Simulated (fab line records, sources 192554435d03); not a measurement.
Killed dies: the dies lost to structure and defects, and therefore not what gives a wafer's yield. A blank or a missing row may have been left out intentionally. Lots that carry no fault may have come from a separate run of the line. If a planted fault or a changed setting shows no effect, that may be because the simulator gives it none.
Which of the tools did it? / flow n5-finfet / 12 lots with 33 wafers sampled at 4 steps, on a route of 1938 steps

== WHAT THE GAUGES SHOWED, per wafer ==
N5_FIN_SAQP_THK_MEAS_07. Usual: thk-nm reads 60.0 nm (standard deviation 0.82).
lot=L266; measured=day 2 03:13; on=film-metro-01; thk-nm (nm)=60.6 59.2 59.9; flag=
lot=L267; measured=day 2 09:13; on=film-metro-01; thk-nm (nm)=59.3 60.6 59.9; flag=
lot=L268; measured=day 2 15:54; on=film-metro-01; thk-nm (nm)=59.3 59.2 60.2; flag=
lot=L271; measured=day 3 08:54; on=film-metro-02; thk-nm (nm)=59.1 59.0 59.5; flag=
lot=L272; measured=day 3 15:09; on=film-metro-01; thk-nm (nm)=58.9 60.4 59.6; flag=
lot=L273; measured=day 3 22:07; on=film-metro-02; thk-nm (nm)=59.5 60.0; flag=
lot=L278; measured=day 5 04:12; on=film-metro-02; thk-nm (nm)=62.1 61.1; flag=
lot=L279; measured=day 5 09:02; on=film-metro-01; thk-nm (nm)=59.0 59.5; flag=
lot=L280; measured=day 5 14:59; on=film-metro-02; thk-nm (nm)=59.9 60.7 60.3; flag=
lot=L283; measured=day 6 10:22; on=film-metro-02; thk-nm (nm)=60.7 59.7 61.4; flag=
lot=L286; measured=day 7 09:31; on=film-metro-01; thk-nm (nm)=59.9 59.0 60.7; flag=
lot=L287; measured=day 7 09:48; on=film-metro-02; thk-nm (nm)=58.4 60.3 60.3; flag=

== TOOL THAT RAN EACH LOT (tool first, then ch and the chambers of the sampled wafers, then the start) ==
lot=L266; N5_WELL_APT_RTA_34=rtp-anneal-02 ch 0, day 1 21:49; N5_FIN_SAQP_ALD_61=ald-sin-03 ch 2,3, day 2 02:29; N5_FIN_SAQP_DENSIFY_62=rtp-anneal-01 ch 0, day 2 02:41
lot=L267; N5_WELL_APT_RTA_34=rtp-anneal-02 ch 0, day 2 04:21; N5_FIN_SAQP_ALD_61=ald-sin-03 ch 0,2,3, day 2 08:31; N5_FIN_SAQP_DENSIFY_62=rtp-anneal-02 ch 0, day 2 08:43
lot=L268; N5_WELL_APT_RTA_34=rtp-anneal-01 ch 0, day 2 10:16; N5_FIN_SAQP_ALD_61=ald-sin-04 ch 1,2, day 2 15:07; N5_FIN_SAQP_DENSIFY_62=rtp-anneal-02 ch 0, day 2 15:19
lot=L271; N5_WELL_APT_RTA_34=rtp-anneal-01 ch 0, day 3 03:48; N5_FIN_SAQP_ALD_61=ald-sin-03 ch 0,3, day 3 08:10; N5_FIN_SAQP_DENSIFY_62=rtp-anneal-02 ch 0, day 3 08:22
lot=L272; N5_WELL_APT_RTA_34=rtp-anneal-01 ch 0, day 3 10:10; N5_FIN_SAQP_ALD_61=ald-sin-03 ch 0,1,3, day 3 14:25; N5_FIN_SAQP_DENSIFY_62=rtp-anneal-01 ch 0, day 3 14:40
lot=L273; N5_WELL_APT_RTA_34=rtp-anneal-02 ch 0, day 3 16:24; N5_FIN_SAQP_ALD_61=ald-sin-03 ch 2,3, day 3 21:22; N5_FIN_SAQP_DENSIFY_62=rtp-anneal-02 ch 0, day 3 21:37
lot=L278; N5_WELL_APT_RTA_34=rtp-anneal-02 ch 0, day 4 22:24; N5_FIN_SAQP_ALD_61=ald-sin-03 ch 0,1, day 5 03:32; N5_FIN_SAQP_DENSIFY_62=rtp-anneal-02 ch 0, day 5 03:48
lot=L279; N5_WELL_APT_RTA_34=rtp-anneal-02 ch 0, day 5 03:52; N5_FIN_SAQP_ALD_61=ald-sin-03 ch 1,2, day 5 08:20; N5_FIN_SAQP_DENSIFY_62=rtp-anneal-01 ch 0, day 5 08:32
lot=L280; N5_WELL_APT_RTA_34=rtp-anneal-01 ch 0, day 5 09:56; N5_FIN_SAQP_ALD_61=ald-sin-04 ch 1,2, day 5 14:14; N5_FIN_SAQP_DENSIFY_62=rtp-anneal-01 ch 0, day 5 14:26
lot=L283; N5_WELL_APT_RTA_34=rtp-anneal-01 ch 0, day 6 04:02; N5_FIN_SAQP_ALD_61=ald-sin-02 ch 1,2, day 6 09:27; N5_FIN_SAQP_DENSIFY_62=rtp-anneal-01 ch 0, day 6 09:51
lot=L286; N5_WELL_APT_RTA_34=rtp-anneal-01 ch 0, day 7 02:28; N5_FIN_SAQP_ALD_61=ald-sin-04 ch 0,1, day 7 08:07; N5_FIN_SAQP_DENSIFY_62=rtp-anneal-01 ch 0, day 7 09:02
lot=L287; N5_WELL_APT_RTA_34=rtp-anneal-01 ch 0, day 7 03:50; N5_FIN_SAQP_ALD_61=ald-sin-04 ch 0,2,3, day 7 08:29; N5_FIN_SAQP_DENSIFY_62=rtp-anneal-01 ch 0, day 7 09:13
- N5_WELL_APT_RTA_34: time 10 s.
- N5_FIN_SAQP_ALD_61: deposits SiO2, target thk 4 nm, pulse time 1 s, purge time 2 s.
- N5_FIN_SAQP_DENSIFY_62: time 60 s.

== WHAT THE TOOLS THEMSELVES READ (means of the sampled wafers that have a number; where no wafer has one, the mark that the record gives instead) ==
N5_WELL_APT_RTA_34. Usual: lamp-power-pct 13.00 %, standard deviation 0.052; wafer_temp_C_max 1003.7, standard deviation 1.2.
lot=L266; tool=rtp-anneal-02; lamp-power-pct (%)=13.02; wafer_temp_C_max=1004.6; flag=
lot=L267; tool=rtp-anneal-02; lamp-power-pct (%)=12.99; wafer_temp_C_max=1004.7; flag=
lot=L268; tool=rtp-anneal-01; lamp-power-pct (%)=13.02; wafer_temp_C_max=1004.8; flag=
lot=L271; tool=rtp-anneal-01; lamp-power-pct (%)=12.99; wafer_temp_C_max=1003.6; flag=
lot=L272; tool=rtp-anneal-01; lamp-power-pct (%)=12.97; wafer_temp_C_max=1004.4; flag=
lot=L273; tool=rtp-anneal-02; lamp-power-pct (%)=12.98; wafer_temp_C_max=1003.7; flag=
lot=L278; tool=rtp-anneal-02; lamp-power-pct (%)=13.00; wafer_temp_C_max=1003.0; flag=
lot=L279; tool=rtp-anneal-02; lamp-power-pct (%)=12.91; wafer_temp_C_max=1004.0; flag=
lot=L280; tool=rtp-anneal-01; lamp-power-pct (%)=12.98; wafer_temp_C_max=1002.6; flag=
lot=L283; tool=rtp-anneal-01; lamp-power-pct (%)=13.03; wafer_temp_C_max=1003.4; flag=
lot=L286; tool=rtp-anneal-01; lamp-power-pct (%)=12.99; wafer_temp_C_max=1004.0; flag=
lot=L287; tool=rtp-anneal-01; lamp-power-pct (%)=13.02; wafer_temp_C_max=1003.5; flag=

N5_FIN_SAQP_ALD_61. Usual: heater-power-w 479 W, standard deviation 42; precursor-pulse-height-rel 1.002, standard deviation 0.02.
lot=L266; tool=ald-sin-03; heater-power-w (W)=463; precursor-pulse-height-rel=0.981; flag=
lot=L267; tool=ald-sin-03; heater-power-w (W)=456; precursor-pulse-height-rel=1.006; flag=
lot=L268; tool=ald-sin-04; heater-power-w (W)=536; precursor-pulse-height-rel=1.019; flag=
lot=L271; tool=ald-sin-03; heater-power-w (W)=432; precursor-pulse-height-rel=1.011; flag=
lot=L272; tool=ald-sin-03; heater-power-w (W)=459; precursor-pulse-height-rel=0.975; flag=
lot=L273; tool=ald-sin-03; heater-power-w (W)=468; precursor-pulse-height-rel=1.012; flag=
lot=L278; tool=ald-sin-03; heater-power-w (W)=461; precursor-pulse-height-rel=1.019; flag=
lot=L279; tool=ald-sin-03; heater-power-w (W)=496; precursor-pulse-height-rel=1.006; flag=
lot=L280; tool=ald-sin-04; heater-power-w (W)=521; precursor-pulse-height-rel=0.989; flag=
lot=L283; tool=ald-sin-02; heater-power-w (W)=503; precursor-pulse-height-rel=1.005; flag=
lot=L286; tool=ald-sin-04; heater-power-w (W)=553; precursor-pulse-height-rel=0.980; flag=
lot=L287; tool=ald-sin-04; heater-power-w (W)=503; precursor-pulse-height-rel=1.006; flag=

N5_FIN_SAQP_DENSIFY_62. Usual: lamp-power-pct 9.85 %, standard deviation 0.057; wafer_temp_C_max 703.3, standard deviation 0.64.
lot=L266; tool=rtp-anneal-01; lamp-power-pct (%)=9.82; wafer_temp_C_max=703.8; flag=
lot=L267; tool=rtp-anneal-02; lamp-power-pct (%)=9.82; wafer_temp_C_max=703.3; flag=
lot=L268; tool=rtp-anneal-02; lamp-power-pct (%)=9.80; wafer_temp_C_max=703.7; flag=
lot=L271; tool=rtp-anneal-02; lamp-power-pct (%)=9.82; wafer_temp_C_max=703.3; flag=
lot=L272; tool=rtp-anneal-01; lamp-power-pct (%)=9.85; wafer_temp_C_max=703.8; flag=
lot=L273; tool=rtp-anneal-02; lamp-power-pct (%)=9.85; wafer_temp_C_max=704.5; flag=
lot=L278; tool=rtp-anneal-02; lamp-power-pct (%)=9.85; wafer_temp_C_max=703.1; flag=
lot=L279; tool=rtp-anneal-01; lamp-power-pct (%)=9.82; wafer_temp_C_max=704.1; flag=
lot=L280; tool=rtp-anneal-01; lamp-power-pct (%)=9.84; wafer_temp_C_max=703.3; flag=
lot=L283; tool=rtp-anneal-01; lamp-power-pct (%)=9.87; wafer_temp_C_max=703.6; flag=
lot=L286; tool=rtp-anneal-01; lamp-power-pct (%)=9.83; wafer_temp_C_max=703.0; flag=
lot=L287; tool=rtp-anneal-01; lamp-power-pct (%)=9.85; wafer_temp_C_max=703.7; flag=

== THE ANSWER, worked out from the rows above alone ==
Rule: a lot counts as off when the mean over its wafers that have a number is more than 3 standard deviations away from the usual mean. A lot without any number at a reading at which 4 lots or more have one is off too. All remaining lots with rows at the step are treated as sound. Order of review: gauges by route order, followed by the tools' own readings, for which a lot's mean as printed above is used. At the first step where some lot is off, the reading lying furthest off is the one used; lots without a number count as furthest.
No lot is off on any of the readings shown, so nothing can be concluded from this.

== WHAT HAD BEEN PUT IN BY THE SIMULATOR ==
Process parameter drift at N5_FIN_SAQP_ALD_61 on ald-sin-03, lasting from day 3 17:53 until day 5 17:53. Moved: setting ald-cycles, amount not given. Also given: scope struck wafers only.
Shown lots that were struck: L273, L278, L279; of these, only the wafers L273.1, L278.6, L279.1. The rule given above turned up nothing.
